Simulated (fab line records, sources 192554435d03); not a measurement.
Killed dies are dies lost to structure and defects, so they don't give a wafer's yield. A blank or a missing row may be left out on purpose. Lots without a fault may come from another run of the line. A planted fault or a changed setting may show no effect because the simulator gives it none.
Chamber matching | flow n5_finfet | N5_DUMMY_GATE_TRIM_49 on rie_si-06: 4 sister chambers
The step chemistry O2, time 29 s, target cd 14 nm. 27 wafers are shown with their chamber, then 12 later ones without.

WAFERS WITH THEIR CHAMBER
wafer  | chamber | drypump_motor_current_A (A) | throttle_valve_pct (%) | oes_product_au (a.u.)
L075.2 | 3       | 5.9                         | 8.44                   | 0.977
L075.4 | 0       | 6.4                         | 7.89                   | 1.003
L075.5 | 2       | 5.5                         | 7.96                   | 0.999
L076.2 | 1       | 6.0                         | 8.01                   | 1.008
L076.3 | 0       | 6.4                         | 7.89                   | 1.020
L076.5 | 0       | 6.4                         | 7.87                   | 1.008
L078.1 | 3       | 5.9                         | 8.45                   | 0.968
L078.2 | 1       | 6.0                         | 8.03                   | 1.010
L078.4 | 0       | 6.3                         | 7.88                   | 1.003
L079.1 | 0       | 6.3                         | 7.88                   | 1.015
L079.4 | 3       | 5.9                         | 8.44                   | 0.979
L079.6 | 2       | 5.5                         | 7.94                   | 1.008
L080.2 | 1       | 6.0                         | 8.02                   | 0.999
L080.3 | 3       | 5.9                         | 8.45                   | 0.969
L080.4 | 2       | 5.5                         | 7.96                   | 1.001
L082.3 | 3       | 5.9                         | 8.45                   | 0.983
L082.4 | 2       | 5.5                         | 7.96                   | 1.018
L082.6 | 1       | 6.0                         | 8.03                   | 1.006
L089.1 | 3       | 5.9                         | 8.43                   | 0.987
L089.4 | 2       | 5.5                         | 7.97                   | 1.005
L089.6 | 0       | 6.3                         | 7.89                   | 1.019
L091.1 | 0       | 6.4                         | 7.88                   | 1.013
L091.2 | 2       | 5.5                         | 7.98                   | 1.014
L091.4 | 1       | 6.0                         | 8.03                   | 1.016
L092.2 | 3       | 5.9                         | 8.45                   | 0.967
L092.4 | 0       | 6.3                         | 7.87                   | 1.006
L092.5 | 3       | 5.9                         | 8.46                   | 0.977

SIGNATURES (means of the wafers above)
reading                 | chamber 0 | chamber 1 | chamber 2 | chamber 3 | scatter within a chamber
drypump_motor_current_A | 6.350     | 6.000     | 5.500     | 5.900     | 0.0295
throttle_valve_pct      | 7.8812    | 8.0240    | 7.9617    | 8.4462    | 0.00995
oes_product_au          | 1.01087   | 1.00780   | 1.00750   | 0.97587   | 0.007
Rule: a wafer's distance from a chamber is the root of the sum, over the readings, of the square of ((its reading less the chamber's mean) divided by the reading's scatter). The wafer belongs to the nearest chamber; if the next one is less than 2 further off, it can't be placed. The scatter: the root of (the sum of the squares of (reading less its chamber's mean) over the shown wafers, divided by (wafers less chambers)).

WAFERS WITHOUT THEIR CHAMBER
wafer  | drypump_motor_current_A (A) | throttle_valve_pct (%) | oes_product_au (a.u.)
L093.2 | 6.3                         | 7.88                   | 0.996
L093.4 | 6.0                         | 8.04                   | 1.006
L093.6 | 5.8                         | 8.44                   | 0.974
L094.4 | 5.9                         | 8.44                   | 0.961
L094.5 | 5.5                         | 7.98                   | 1.002
L094.6 | 5.9                         | 8.43                   | 0.974
L095.1 | 5.9                         | 8.02                   | 1.011
L095.3 | 6.3                         | 7.88                   | 1.007
L095.6 | 6.0                         | 8.02                   | 1.013
L096.1 | 5.9                         | 8.44                   | 0.983
L096.3 | 6.3                         | 7.87                   | 1.027
L096.4 | 5.5                         | 7.97                   | 1.004

WHICH CHAMBER EACH WENT THROUGH
wafer  | from the rows above | in truth
L093.2 | 0                   | 0
L093.4 | 1                   | 1
L093.6 | 3                   | 3
L094.4 | 3                   | 3
L094.5 | 2                   | 2
L094.6 | 3                   | 3
L095.1 | 1                   | 1
L095.3 | 0                   | 0
L095.6 | 1                   | 1
L096.1 | 3                   | 3
L096.3 | 0                   | 0
L096.4 | 2                   | 2
Placed correctly: 12 of 12. Can't be placed from these rows: 0. Placed wrongly: 0.
